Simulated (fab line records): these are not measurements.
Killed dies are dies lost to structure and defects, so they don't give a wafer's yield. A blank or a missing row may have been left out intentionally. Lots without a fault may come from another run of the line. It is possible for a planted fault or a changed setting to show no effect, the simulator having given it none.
Matching of chambers    flow n5Finfet    N5_BEOL_M8_ILD_DEP_00 on pecvd-04: 3 sister chambers
The step deposits SiCOH lowk from DEMS/porogen, target thk 179.75 nm, time 33.4 s. 3 wafers are shown with their chamber, then 11 later ones without.

== EACH WAFER AND ITS CHAMBER ==
wafer   chamber  throttleValvePct (%)
L079.1  0        14.3
L082.4  1        17.1
L080.1  2        13.6

== WAFERS MISSING THEIR CHAMBER ==
wafer   throttleValvePct (%)
L080.3  17.0
L080.6  17.2
L091.1  14.1
L091.4  13.7
L091.5  14.1
L093.3  14.3
L093.4  17.1
L093.6  14.3
L096.2  13.9
L096.3  17.0
L096.4  14.2

== EACH ONE'S CHAMBER ==
wafer   from the rows above      in truth
L080.3  1                        1
L080.6  1                        1
L091.1  0                        0
L091.4  2                        2
L091.5  0                        0
L093.3  0                        0
L093.4  1                        1
L093.6  0                        0
L096.2  can't be placed: 2 or 0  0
L096.3  1                        1
L096.4  0                        0
Correctly placed: 10 of 11. From these rows, 1 cannot be placed; in 1 the true chamber is one of the candidates. Wrongly placed: 0.
How it was worked out, from the rows above alone: a wafer's distance from a chamber is the root of the sum, over the readings, of the square of ((its reading less the chamber's mean) divided by the reading's scatter). The wafer belongs to the nearest chamber; if the next one is less than 2 further off, it can't be placed. For every chamber, the mean is computed from those of its wafers that are shown. The scatter: root of mean squared gap, hidden wafer to nearest shown wafer, with one shown wafer a chamber.
